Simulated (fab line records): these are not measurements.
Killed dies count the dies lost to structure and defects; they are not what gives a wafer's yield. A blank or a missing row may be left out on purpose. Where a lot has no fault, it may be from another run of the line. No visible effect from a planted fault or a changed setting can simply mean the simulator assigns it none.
Comparing a struck lot with a sound one | flow n5_finfet | 32 out of 1938 route steps
Sound: wafers L673.1, L673.4, L673.5. Wafers L674.2, L674.3, L674.6 were the ones struck. Last of all comes the cause.
Order at every step that has rows: each side's tool, ch and its chambers, its first start. Under that, the readings that differ: sound wafers | struck wafers | difference of the means | sigmas: that difference in standard deviations of wafers without a fault.
alike: readings with means less than 2 such deviations apart, plus words and numbers identical on both sides. not compared: withheld readings, readings lacking a value on some wafer, bounds such as >300 that could conceal the same value, and numbers that have no deviation in the record and whose values overlap.
Wherever a step has rows on one side only, a row that says differs or no value, or a row with sigmas, the two part there. Non-overlapping numbers with no deviation appear without sigmas and do not part them. A reading that every wafer of one side lacks parts them only if that side has two wafers or more.

first, 10 steps without rows for these wafers: N5_SD_EPI_P_PRECLEAN_51 (cleans in NF3:NH3, afs cycles 1, time 20 s, sublimation time 60 s); N5_SD_EPI_P_VAPOR_ETCH_44 (etches SiGe30 in NF3/Ar, time 3.3 s); N5_SD_EPI_P_EPI_21 (deposits SiGe:B, time 355 s); N5_SD_EPI_P_HM_STRIP_48 (strips SiNx in H3PO4, material SiNx, target depth 3 nm); N5_SD_EPI_P_SRD_49 (time 30 s); N5_SD_EPI_P_PRECLEAN_24 (cleans in O3/DIW, time 45 s); N5_SD_EPI_P_PRECLEAN_32 (cleans in dHF, time 10 s); N5_SD_EPI_P_PRECLEAN_33 (cleans in SC2, time 45 s); N5_SD_EPI_P_SRD_25 (time 30 s); N5_SD_ACTIVATION_RTA_00 (time 0 s).
N5_SD_ACTIVATION_LSA_01: time 0.0008 s.
  sound on laser_anneal-02 ch 0, day 5 05:04; struck on laser_anneal-01 ch 0, day 5 12:40
  reading          | sound                | struck               | difference | sigmas
  wafer_temp_C_max | 1083.8 1084.2 1085.9 | 1055.4 1054.0 1054.9 | -29.9      | -36
N5_SD_ACTIVATION_RS_MEAS_03: measures by four-point-probe.
  struck on film_metro-02, day 5 12:51; sound on film_metro-02, day 5 05:16
  reading          | sound             | struck            | difference | sigmas
  RS_SD_N (ohm/sq) | 21.97 22.30 22.29 | 25.24 24.91 25.12 | +2.90      | +10
  alike: RS_SD_P
then, 19 steps without rows for these wafers: N5_ILD0_LINER_00 (material SiNx, target thk 4 nm, pulse time 1 s, purge time 2 s); N5_ILD0_FCVD_FILL_01 (material SiO2 flowable, target thk 200 nm, time 328.3 s); N5_ILD0_CURE_02 (time 1800 s); N5_ILD0_CMP_03 (polishes, stops on SiNx, t overpolish 1.9 s, target thk 197.38 nm); N5_ILD0_CMP_07 (polishes SiO2 flowable, stops on poly-Si, t overpolish 1.18 s, target thk 138.88 nm); N5_ILD0_PRECLEAN_10 (cleans in NF3:NH3, afs cycles 5, time 20 s, sublimation time 60 s); N5_ILD0_ALD_15 (deposits SiNx, target thk 24 nm, pulse time 1 s, ald cycles 480); N5_ILD0_CMP_12 (polishes SiNx, stops on poly-Si, t overpolish 6 s, target thk 17.67 nm); N5_SDB_HM_DEP_00 (deposits SiNx from SiH4/NH3/N2, target thk 40 nm, time 35.3 s); N5_SDB_COAT_03 (time 60 s, resist thk 100 nm); N5_SDB_COAT_04 (time 60 s, resist thk 18 nm); N5_SDB_COAT_05 (resist thk 90 nm); N5_SDB_EBR_07; N5_SDB_SOFTBAKE_06 (time 60 s); N5_SDB_EXPOSE_08 (exposes mask SDB); N5_SDB_PEB_09 (peb time 60 s); N5_SDB_DEVELOP_10 (develop time 30 s); N5_SDB_DESCUM_16 (chemistry O2, time 7.9 s); N5_SDB_ETCH_17 (etches SiARC in CF4, target depth 23.4 nm, time 39 s).
-- the record jumps here: 5 days lie between the struck wafers' starts before and after (it left off in module SDB and takes up again in module BEOL_M4, whose first step shown is number 1111 of the route) --
N5_BEOL_M4_RC_MEAS_101:
  sound on prober-01 ch 0, day 9 17:16; struck on prober-01 ch 0, day 10 06:04
  reading             | sound          | struck         | difference | sigmas
  RC_DENSE_N (ohm.um) | 18.9 19.2 19.3 | 21.5 22.3 22.2 | +2.9       | +7
  RC_N (ohm.um)       | 15.6 15.8 15.9 | 17.6 18.2 17.9 | +2.1       | +6
  REXT_N (ohm.um)     | 74.6 76.3 73.7 | 81.2 81.8 81.8 | +6.7       | +4
  RS_SD_N (ohm/sq)    | 28.4 28.9 28.7 | 32.1 32.3 31.7 | +3.4       | +8
  alike: DIBL_N, DIBL_P, IOFF_N, IOFF_P, ION_N, ION_P, SS_N, SS_P, VT_N, VT_P

## WHERE THEY PART
Last at N5_BEOL_M4_RC_MEAS_101 as far as this record goes, first at N5_SD_ACTIVATION_LSA_01.

WHY: what the simulator had put in
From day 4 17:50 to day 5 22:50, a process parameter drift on laser_anneal-01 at N5_SD_ACTIVATION_LSA_01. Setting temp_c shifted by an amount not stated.
